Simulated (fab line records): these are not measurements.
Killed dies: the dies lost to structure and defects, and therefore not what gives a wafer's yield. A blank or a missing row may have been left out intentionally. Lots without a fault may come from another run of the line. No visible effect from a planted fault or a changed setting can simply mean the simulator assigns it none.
fab line records ; flow n5-finfet ; part 1 of 2: steps 1 to 4 of 6
record lots=24; wafers=72; last-day=20
route steps=1938 shown HKMG_FIN@412 GATE_CUT@465
lots that met no fault: taken from a fault-free run of the same line
start-h: the number of hours between the record's first day and the start of the first shown wafer of the lot ; wait-h: hours since the lot's step before ; " same as the row above ; L1.1+2: a single row standing in for several wafers ; - no value present, or no start provided ; * or withheld: withheld ; < > ~ a bound
route shown NAME@n: names a module that has steps shown in the file, with the first one's number in the route ; usual: mean and standard deviation over wafers with no fault ; same: alike in all rows ; chamber/n: place in a boat ; sites: the reading at each site ; _std_site: standard deviation of those values ; _edge_site: mean of outer sites minus mean of inner sites ; radius-mm: for every site, how far away it sits from the centre of the wafer ; mask NAME#n: copy n ; behind: the tool/chamber that last shaped the wafer ; hold: the reason the lot was held/the length of the hold in hours/how it ended ; device: names the non-switching transistor (n, p or np) ; end of line: the route-end tests of the same wafers ; a step without rows: its recipe alone ; killed: dies lost to structure and defects at the first sort, not the wafer's yield ; map: the dies of a wafer, with x for killed, . for not killed, _ for no die there
set.NAME: setting as actually run; set.NAME@STEP: the setting as run at that earlier step ; model.NAME: the simulator's own value behind a step, which no gauge read
a sample of lots followed through the steps of the route, with each step as a table and each wafer as a row
services: when a tool's chamber went out of use (start-h, in hours from the record's first day, below 0 if earlier), for how many hours, and the reason
## steps
# step N5_HKMG_FIN_ALD_79
# recipe material=TiN; target-thk-a=15; temp-c=400; ald-precursor-family=TiCl4; ald-co-reactant=NH3; pulse-time-s=1; purge-time-s=3; co-reactant-purge-time-s=2; co-reactant-pulse-time-s=2; ald-cycles=68; pressure-torr=3
# usual chamber-pressure-Torr=3.000/0.0069; heater-power-w=872/97; precursor-pulse-height-rel=0.997/0.02
lot.wafer;tool;chamber;start-h;wait-h;chamber-pressure-Torr;heater-power-w;precursor-pulse-height-rel
L074.2;ald-metal-04;0;73.11;0.0;2.994;752;1.012
L074.5;ald-metal-04;1;73.11;0.0;3.003;904;0.983
L074.6;ald-metal-04;2;73.11;0.0;2.999;809;1.006
L075.2;ald-metal-01;3;82.75;0.0;2.997;771;0.968
L075.3;ald-metal-01;2;82.75;0.0;2.992;949;0.958
L075.4;ald-metal-01;0;82.75;0.0;3.000;742;1.001
L076.1;ald-metal-01;2;87.98;0.0;3.000;951;1.010
L076.2;ald-metal-01;1;87.98;0.0;2.992;906;1.005
L076.4;ald-metal-01;3;87.98;0.0;3.009;742;1.011
L077.1;ald-metal-01;2;91.79;0.0;3.000;935;0.992
L077.2;ald-metal-01;3;91.79;0.0;2.999;729;1.010
L077.5;ald-metal-01;3;91.79;0.0;3.001;759;0.978
L078.1;ald-metal-04;1;94.47;0.0;3.001;919;1.007
L078.3;ald-metal-04;3;94.47;0.0;3.003;913;0.995
L078.5;ald-metal-04;2;94.47;0.0;2.997;780;1.007
L079.3;ald-metal-04;2;105.46;0.1;3.001;800;0.990
L079.5;ald-metal-04;3;105.46;0.1;2.999;891;0.991
L079.6;ald-metal-04;2;105.46;0.1;3.000;773;0.987
L080.3;ald-metal-02;0;108.63;0.0;2.997;915;0.971
L080.5;ald-metal-02;1;108.63;0.0;3.003;1037;0.971
L080.6;ald-metal-02;0;108.63;0.0;3.007;915;1.030
L081.1;ald-metal-01;2;116.76;0.0;2.990;931;0.983
L081.3;ald-metal-01;1;116.76;0.0;2.982;899;1.001
L081.6;ald-metal-01;3;116.76;0.0;3.015;761;0.991
L082.1;ald-metal-04;2;122.70;0.0;2.997;796;0.996
L082.3;ald-metal-04;3;122.70;0.0;3.007;896;1.017
L082.4;ald-metal-04;0;122.70;0.0;3.000;779;1.010
L083.1;ald-metal-04;1;128.27;0.0;3.001;915;0.997
L083.4;ald-metal-04;3;128.27;0.0;2.996;930;0.982
L083.6;ald-metal-04;3;128.27;0.0;3.007;938;0.976
L084.1;ald-metal-02;3;132.00;0.0;3.006;891;1.041
L084.2;ald-metal-02;2;132.00;0.0;3.010;1098;0.982
L084.4;ald-metal-02;0;132.00;0.0;3.001;887;0.982
L085.2;ald-metal-02;0;139.30;0.0;2.998;882;1.007
L085.3;ald-metal-02;3;139.30;0.0;3.009;934;1.022
L085.6;ald-metal-02;0;139.30;0.0;2.996;900;1.006
L086.1;ald-metal-02;1;149.20;0.0;3.001;1036;0.947
L086.4;ald-metal-02;2;149.20;0.0;3.002;1083;1.027
L086.6;ald-metal-02;3;149.20;0.0;3.006;899;1.006
L087.2;ald-metal-01;2;152.08;0.0;3.007;958;0.998
L087.3;ald-metal-01;0;152.08;0.0;2.997;745;1.012
L087.5;ald-metal-01;0;152.08;0.0;2.993;774;0.985
L088.2;ald-metal-04;1;158.36;0.0;2.995;912;1.032
L088.4;ald-metal-04;2;158.36;0.0;3.001;789;0.989
L088.5;ald-metal-04;3;158.36;0.0;2.997;896;1.013
L089.2;ald-metal-04;3;166.14;0.0;3.009;877;1.028
L089.4;ald-metal-04;0;166.14;0.0;3.005;792;0.973
L089.5;ald-metal-04;3;166.14;0.0;2.996;898;1.010
L090.1;ald-metal-04;2;167.58;0.0;3.008;787;0.964
L090.4;ald-metal-04;1;167.58;0.0;2.996;933;0.996
L090.5;ald-metal-04;0;167.58;0.0;2.998;786;0.975
L091.1;ald-metal-02;3;196.34;0.0;2.997;895;1.029
L091.4;ald-metal-02;1;196.34;0.0;3.017;1010;1.021
L091.6;ald-metal-02;3;196.34;0.0;3.001;912;1.002
L092.1;ald-metal-04;2;196.91;0.0;2.985;780;0.970
L092.2;ald-metal-04;0;196.91;0.0;3.006;769;1.011
L092.5;ald-metal-04;1;196.91;0.0;2.991;923;0.998
L093.1;ald-metal-01;3;197.75;0.0;3.004;751;1.002
L093.3;ald-metal-01;0;197.75;0.0;3.005;780;0.985
L093.5;ald-metal-01;0;197.75;0.0;2.998;751;0.987
L096.1;ald-metal-01;0;239.53;0.0;2.992;736;1.007
L096.2;ald-metal-01;2;239.53;0.0;3.008;958;1.007
L096.3;ald-metal-01;3;239.53;0.0;3.005;737;1.003
L095.1;ald-metal-01;2;240.30;0.0;2.994;956;0.990
L095.2;ald-metal-01;0;240.30;0.0;3.001;746;0.969
L095.4;ald-metal-01;1;240.30;0.0;2.999;891;1.005
L094.1;ald-metal-02;2;241.93;0.0;3.005;1062;0.991
L094.4;ald-metal-02;1;241.93;0.0;2.990;1040;1.004
L094.5;ald-metal-02;1;241.93;0.0;2.996;1036;1.013
L097.4;ald-metal-04;1;243.25;0.0;2.991;940;1.022
L097.5;ald-metal-04;0;243.25;0.0;2.997;764;1.011
L097.6;ald-metal-04;3;243.25;0.0;2.998;908;1.002
# step N5_HKMG_FIN_STRIP_19
# recipe chemistry=N2/H2; power-w=2500; temp-c=300; h2-frac=0.65; time-s=360; pressure-mtorr=withheld; n2-flow-sccm=1750; h2-flow-sccm=3250
# usual drypump-motor-current-A=5.90/0.17; heater-power-w=492/51
lot.wafer;tool;chamber;start-h;wait-h;drypump-motor-current-A;heater-power-w;rf-hours-counter-h
L074.2;plasma-asher-02;1;75.73;0.0;5.74;569;34
L074.5;plasma-asher-02;0;75.73;0.0;5.91;478;-
L074.6;plasma-asher-02;1;75.73;0.0;5.75;565;-
L075.2;plasma-asher-02;0;85.40;0.0;5.91;461;35
L075.3;plasma-asher-02;1;85.40;0.0;5.77;569;-
L075.4;plasma-asher-02;0;85.40;0.0;5.92;471;-
L076.1;plasma-asher-02;0;90.47;0.0;5.90;476;36
L076.2;plasma-asher-02;1;90.47;0.0;5.75;547;36
L076.4;plasma-asher-02;1;90.47;0.0;5.81;556;-
L077.1;plasma-asher-02;1;94.52;0.0;5.78;543;38
L077.2;plasma-asher-02;0;94.52;0.0;5.89;473;38
L077.5;plasma-asher-02;0;94.52;0.0;5.90;466;-
L078.1;plasma-asher-01;1;97.21;0.1;6.22;439;92
L078.3;plasma-asher-01;0;97.21;0.1;5.81;432;-
L078.5;plasma-asher-01;0;97.21;0.1;5.83;423;-
L079.3;plasma-asher-01;1;108.14;0.1;6.22;462;-
L079.5;plasma-asher-01;1;108.14;0.1;6.27;458;-
L079.6;plasma-asher-01;0;108.14;0.1;5.87;448;-
L080.3;plasma-asher-02;0;111.36;0.1;5.89;474;-
L080.5;plasma-asher-02;0;111.36;0.1;5.93;474;-
L080.6;plasma-asher-02;1;111.36;0.1;5.71;566;-
L081.1;plasma-asher-01;1;119.60;0.0;6.22;451;96
L081.3;plasma-asher-01;0;119.60;0.0;5.82;439;-
L081.6;plasma-asher-01;1;119.60;0.0;6.25;456;-
L082.1;plasma-asher-02;0;125.55;0.0;5.89;479;43
L082.3;plasma-asher-02;1;125.55;0.0;5.75;556;-
L082.4;plasma-asher-02;0;125.55;0.0;5.92;477;-
L083.1;plasma-asher-02;0;130.87;0.0;5.90;483;44
L083.4;plasma-asher-02;1;130.87;0.0;5.79;558;-
L083.6;plasma-asher-02;0;130.87;0.0;5.92;451;-
L084.1;plasma-asher-02;1;134.98;0.0;5.77;563;46
L084.2;plasma-asher-02;0;134.98;0.0;5.89;471;46
L084.4;plasma-asher-02;1;134.98;0.0;5.79;562;-
L085.2;plasma-asher-02;0;141.96;0.0;5.92;463;47
L085.3;plasma-asher-02;1;141.96;0.0;5.76;558;-
L085.6;plasma-asher-02;1;141.96;0.0;5.76;561;-
L086.1;plasma-asher-02;0;152.02;0.0;5.92;469;48
L086.4;plasma-asher-02;1;152.02;0.0;5.74;550;-
L086.6;plasma-asher-02;1;152.02;0.0;5.77;562;-
L087.2;plasma-asher-02;0;154.75;0.0;5.90;462;49
L087.3;plasma-asher-02;0;154.75;0.0;5.90;462;-
L087.5;plasma-asher-02;1;154.75;0.0;5.77;549;-
L088.2;plasma-asher-01;1;161.11;0.0;6.18;462;105
L088.4;plasma-asher-01;0;161.11;0.0;5.82;433;-
L088.5;plasma-asher-01;0;161.11;0.0;5.83;439;-
L089.2;plasma-asher-01;0;169.16;0.0;5.82;434;106
L089.4;plasma-asher-01;0;169.16;0.0;5.80;442;-
L089.5;plasma-asher-01;0;169.16;0.0;5.80;435;-
L090.1;plasma-asher-02;0;170.06;0.0;5.94;462;52
L090.4;plasma-asher-02;0;170.06;0.0;5.92;478;-
L090.5;plasma-asher-02;0;170.06;0.0;5.92;492;-
L091.1;plasma-asher-01;0;198.82;0.0;5.86;441;109
L091.4;plasma-asher-01;1;198.82;0.0;6.25;444;-
L091.6;plasma-asher-01;1;198.82;0.0;6.23;442;-
L092.1;plasma-asher-02;0;199.51;0.0;5.90;484;54
L092.2;plasma-asher-02;1;199.51;0.0;5.74;557;54
L092.5;plasma-asher-02;1;199.51;0.0;5.74;568;-
L093.1;plasma-asher-02;0;200.48;0.0;5.91;462;55
L093.3;plasma-asher-02;0;200.48;0.0;5.91;472;-
L093.5;plasma-asher-02;1;200.48;0.0;5.75;565;-
L096.1;plasma-asher-02;0;242.70;0.0;5.90;475;59
L096.2;plasma-asher-02;1;242.70;0.0;5.76;564;59
L096.3;plasma-asher-02;0;242.70;0.0;5.90;472;-
L095.1;plasma-asher-02;0;243.48;0.0;5.92;475;60
L095.2;plasma-asher-02;1;243.48;0.0;5.79;555;60
L095.4;plasma-asher-02;0;243.48;0.0;5.90;469;-
L094.1;plasma-asher-01;0;244.67;0.0;5.84;449;115
L094.4;plasma-asher-01;0;244.67;0.0;5.86;432;-
L094.5;plasma-asher-01;0;244.67;0.0;5.85;444;-
L097.4;plasma-asher-01;0;246.64;0.1;5.85;433;-
L097.5;plasma-asher-01;0;246.64;0.1;5.85;428;-
L097.6;plasma-asher-01;1;246.64;0.1;6.23;443;-
# step N5_HKMG_FIN_INSPECT_28
# recipe inspect-instrument=darkfield; mode=post-cmp
# usual raw-defect-count=39/18
lot.wafer;tool;chamber;start-h;wait-h;raw-defect-count
L074.2;defect-inspect-01;-;79.60;0.0;27
L074.5;defect-inspect-01;-;79.60;0.0;26
L074.6;defect-inspect-01;-;79.60;0.0;38
L075.2;defect-inspect-02;-;89.28;0.0;43
L075.3;defect-inspect-02;-;89.28;0.0;60
L075.4;defect-inspect-02;-;89.28;0.0;39
L076.1;defect-inspect-01;-;94.38;0.0;33
L076.2;defect-inspect-01;-;94.38;0.0;19
L076.4;defect-inspect-01;-;94.38;0.0;26
L077.1;defect-inspect-01;-;98.47;0.0;40
L077.2;defect-inspect-01;-;98.47;0.0;38
L077.5;defect-inspect-01;-;98.47;0.0;21
L078.1;defect-inspect-02;-;101.18;0.0;45
L078.3;defect-inspect-02;-;101.18;0.0;24
L078.5;defect-inspect-02;-;101.18;0.0;25
L079.3;defect-inspect-01;-;111.82;0.0;19
L079.5;defect-inspect-01;-;111.82;0.0;45
L079.6;defect-inspect-01;-;111.82;0.0;70
L080.3;defect-inspect-02;-;115.03;0.0;37
L080.5;defect-inspect-02;-;115.03;0.0;91
L080.6;defect-inspect-02;-;115.03;0.0;17
L081.1;defect-inspect-02;-;123.45;0.0;28
L081.3;defect-inspect-02;-;123.45;0.0;25
L081.6;defect-inspect-02;-;123.45;0.0;42
L082.1;defect-inspect-01;-;129.68;0.0;30
L082.3;defect-inspect-01;-;129.68;0.0;35
L082.4;defect-inspect-01;-;129.68;0.0;22
L083.1;defect-inspect-01;-;134.88;0.0;47
L083.4;defect-inspect-01;-;134.88;0.0;105
L083.6;defect-inspect-01;-;134.88;0.0;54
L084.1;defect-inspect-02;-;138.86;0.0;20
L084.2;defect-inspect-02;-;138.86;0.0;49
L084.4;defect-inspect-02;-;138.86;0.0;51
L085.2;defect-inspect-01;-;146.04;0.0;107
L085.3;defect-inspect-01;-;146.04;0.0;33
L085.6;defect-inspect-01;-;146.04;0.0;47
L086.1;defect-inspect-02;-;156.56;0.0;31
L086.4;defect-inspect-02;-;156.56;0.0;16
L086.6;defect-inspect-02;-;156.56;0.0;29
L087.2;defect-inspect-02;-;158.66;0.0;30
L087.3;defect-inspect-02;-;158.66;0.0;38
L087.5;defect-inspect-02;-;158.66;0.0;43
L088.2;defect-inspect-02;-;165.02;0.0;66
L088.4;defect-inspect-02;-;165.02;0.0;43
L088.5;defect-inspect-02;-;165.02;0.0;25
L089.2;defect-inspect-01;-;173.17;0.0;28
L089.4;defect-inspect-01;-;173.17;0.0;22
L089.5;defect-inspect-01;-;173.17;0.0;21
L090.1;defect-inspect-02;-;173.84;0.0;16
L090.4;defect-inspect-02;-;173.84;0.0;29
L090.5;defect-inspect-02;-;173.84;0.0;29
L091.1;defect-inspect-02;-;202.60;0.0;42
L091.4;defect-inspect-02;-;202.60;0.0;37
L091.6;defect-inspect-02;-;202.60;0.0;21
L092.1;defect-inspect-01;-;203.29;0.0;17
L092.2;defect-inspect-01;-;203.29;0.0;31
L092.5;defect-inspect-01;-;203.29;0.0;62
L093.1;defect-inspect-02;-;204.26;0.0;40
L093.3;defect-inspect-02;-;204.26;0.0;55
L093.5;defect-inspect-02;-;204.26;0.0;37
L096.1;defect-inspect-01;-;247.03;0.0;64
L096.2;defect-inspect-01;-;247.03;0.0;47
L096.3;defect-inspect-01;-;247.03;0.0;36
L095.1;defect-inspect-01;-;247.77;0.0;47
L095.2;defect-inspect-01;-;247.77;0.0;30
L095.4;defect-inspect-01;-;247.77;0.0;28
L094.1;defect-inspect-01;-;249.38;0.9;29
L094.4;defect-inspect-01;-;249.38;0.9;92
L094.5;defect-inspect-01;-;249.38;0.9;64
L097.4;defect-inspect-01;-;250.31;0.0;12
L097.5;defect-inspect-01;-;250.31;0.0;32
L097.6;defect-inspect-01;-;250.31;0.0;23
# step N5_GATE_CUT_ETCHBACK_00
# recipe chemistry=SF6/Cl2; target=W; pressure-mtorr=8; icp-w=900; bias-w=80; SF6_flow_sccm=40; Cl2_flow_sccm=60
# usual bias-w=80.02/0.22; drypump-motor-current-A=5.9/0.45; mfc-cl2-sccm=59.99/0.2; oes-product-au=0.75/0.11; throttle-valve-pct=27.39/0.22
lot.wafer;tool;chamber;start-h;wait-h;bias-w;drypump-motor-current-A;mfc-cl2-sccm;oes-product-au;rf-hours-counter-h;throttle-valve-pct
L074.2;rie-metal-01;1;79.63;0.0;80.20;6.1;59.97;0.82;28;27.15
L074.5;rie-metal-01;1;79.63;0.0;80.25;6.1;59.94;0.81;-;27.16
L074.6;rie-metal-01;0;79.63;0.0;80.31;6.7;60.03;0.59;-;27.54
L075.2;rie-metal-02;1;89.32;0.0;79.95;6.0;59.81;0.89;13;27.78
L075.3;rie-metal-02;0;89.32;0.0;79.77;5.6;59.99;0.65;-;27.36
L075.4;rie-metal-02;1;89.32;0.0;80.20;6.0;59.88;0.89;-;27.79
L076.1;rie-metal-02;0;94.41;0.0;80.03;5.6;59.55;0.65;105;27.34
L076.2;rie-metal-02;1;94.41;0.0;80.05;6.0;60.21;0.89;14;27.79
L076.4;rie-metal-02;0;94.41;0.0;79.77;5.6;59.57;0.65;-;27.34
L077.1;rie-metal-02;0;98.51;0.0;80.18;5.6;59.94;0.65;106;27.33
L077.2;rie-metal-02;1;98.51;0.0;79.96;6.0;59.74;0.89;14;27.78
L077.5;rie-metal-02;0;98.51;0.0;79.82;5.6;59.68;0.65;-;27.35
L078.1;rie-metal-03;1;101.21;0.0;79.97;5.1;59.94;0.81;31;27.30
L078.3;rie-metal-03;1;101.21;0.0;79.59;5.1;60.01;0.81;-;27.32
L078.5;rie-metal-03;1;101.21;0.0;79.72;5.1;60.13;0.81;-;27.30
L079.3;rie-metal-01;0;111.90;0.1;80.26;6.7;60.03;0.59;-;27.55
L079.5;rie-metal-01;1;111.90;0.1;79.70;6.2;60.37;0.81;-;27.15
L079.6;rie-metal-01;0;111.90;0.1;79.92;6.7;59.90;0.58;-;27.56
L080.3;rie-metal-02;0;115.10;0.1;79.72;5.6;60.15;0.65;-;27.33
L080.5;rie-metal-02;0;115.10;0.1;79.50;5.6;60.10;0.64;-;27.34
L080.6;rie-metal-02;1;115.10;0.1;80.18;6.0;59.61;0.89;-;27.79
L081.1;rie-metal-03;1;123.48;0.0;80.01;5.1;59.91;0.81;33;27.32
L081.3;rie-metal-03;0;123.48;0.0;80.09;5.9;59.62;0.64;-;27.19
L081.6;rie-metal-03;0;123.48;0.0;80.23;5.9;59.89;0.64;-;27.20
L082.1;rie-metal-02;1;129.71;0.0;79.83;6.0;60.10;0.87;17;27.78
L082.3;rie-metal-02;1;129.71;0.0;80.31;6.0;60.25;0.87;-;27.79
L082.4;rie-metal-02;0;129.71;0.0;79.95;5.6;60.07;0.64;-;27.35
L083.1;rie-metal-03;0;134.92;0.0;79.98;5.9;60.10;0.64;109;27.19
L083.4;rie-metal-03;0;134.92;0.0;80.00;5.9;59.81;0.64;-;27.20
L083.6;rie-metal-03;1;134.92;0.0;80.04;5.1;59.95;0.81;-;27.33
L084.1;rie-metal-02;1;138.90;0.0;79.89;6.0;60.09;0.88;18;27.79
L084.2;rie-metal-02;0;138.90;0.0;80.27;5.6;60.03;0.65;110;27.34
L084.4;rie-metal-02;1;138.90;0.0;79.77;6.0;60.35;0.86;-;27.80
L085.2;rie-metal-01;0;146.07;0.0;80.22;6.8;59.55;0.58;142;27.57
L085.3;rie-metal-01;1;146.07;0.0;79.83;6.2;59.79;0.80;-;27.15
L085.6;rie-metal-01;1;146.07;0.0;80.17;6.1;59.98;0.80;-;27.13
L086.1;rie-metal-02;1;156.60;0.0;80.48;6.0;60.06;0.87;19;27.79
L086.4;rie-metal-02;0;156.60;0.0;80.17;5.6;60.14;0.64;-;27.35
L086.6;rie-metal-02;0;156.60;0.0;79.65;5.7;60.07;0.65;-;27.35
L087.2;rie-metal-01;1;158.73;0.1;79.93;6.1;60.28;0.80;-;27.15
L087.3;rie-metal-01;1;158.73;0.1;80.20;6.2;60.14;0.80;-;27.15
L087.5;rie-metal-01;1;158.73;0.1;79.91;6.1;60.40;0.80;-;27.15
L088.2;rie-metal-03;0;165.05;0.0;80.24;5.9;60.02;0.63;111;27.20
L088.4;rie-metal-03;0;165.05;0.0;79.72;5.9;60.17;0.64;-;27.22
L088.5;rie-metal-03;1;165.05;0.0;80.16;5.2;60.24;0.80;-;27.31
L089.2;rie-metal-02;0;173.20;0.0;80.40;5.7;59.88;0.63;113;27.35
L089.4;rie-metal-02;0;173.20;0.0;80.23;5.6;59.85;0.64;-;27.35
L089.5;rie-metal-02;1;173.20;0.0;80.01;6.1;59.89;0.86;-;27.79
L090.1;rie-metal-03;1;173.88;0.0;79.96;5.1;60.18;0.80;37;27.32
L090.4;rie-metal-03;0;173.88;0.0;80.27;5.9;60.14;0.63;-;27.21
L090.5;rie-metal-03;0;173.88;0.0;80.21;5.9;60.33;0.63;-;27.21
L091.1;rie-metal-01;1;202.63;0.0;80.19;6.2;59.90;0.79;37;27.16
L091.4;rie-metal-01;0;202.63;0.0;80.24;6.7;60.04;0.95;-;27.40
L091.6;rie-metal-01;1;202.63;0.0;79.98;6.2;60.03;0.79;-;27.16
L092.1;rie-metal-02;0;203.33;0.0;79.89;5.7;60.13;0.63;114;27.36
L092.2;rie-metal-02;1;203.33;0.0;79.75;6.0;59.79;0.85;22;27.82
L092.5;rie-metal-02;1;203.33;0.0;79.89;6.0;60.07;0.84;-;27.78
L093.1;rie-metal-03;0;204.30;0.0;80.04;5.9;60.02;0.63;114;27.21
L093.3;rie-metal-03;0;204.30;0.0;79.79;5.9;59.82;0.62;-;27.19
L093.5;rie-metal-03;0;204.30;0.0;79.89;5.9;59.86;0.63;-;27.20
L096.1;rie-metal-03;1;247.06;0.0;79.51;5.1;59.80;0.78;41;27.33
L096.2;rie-metal-03;0;247.06;0.0;79.77;5.9;59.75;0.62;115;27.22
L096.3;rie-metal-03;0;247.06;0.0;80.14;5.9;60.28;0.63;-;27.20
L095.1;rie-metal-03;0;247.81;0.0;79.69;5.9;59.81;0.62;115;27.20
L095.2;rie-metal-03;1;247.81;0.0;80.70;5.1;59.87;0.78;41;27.33
L095.4;rie-metal-03;0;247.81;0.0;79.98;5.9;59.90;0.62;-;27.21
L094.1;rie-metal-03;1;249.43;0.0;79.93;5.1;60.02;0.80;41;27.33
L094.4;rie-metal-03;1;249.43;0.0;79.62;5.1;59.62;0.79;-;27.34
L094.5;rie-metal-03;1;249.43;0.0;79.70;5.2;59.67;0.79;-;27.32
L097.4;rie-metal-01;1;250.38;0.1;80.05;6.1;60.39;0.78;-;27.16
L097.5;rie-metal-01;1;250.38;0.1;79.99;6.2;60.13;0.78;-;27.18
L097.6;rie-metal-01;0;250.38;0.1;79.91;6.7;60.14;0.94;-;27.39
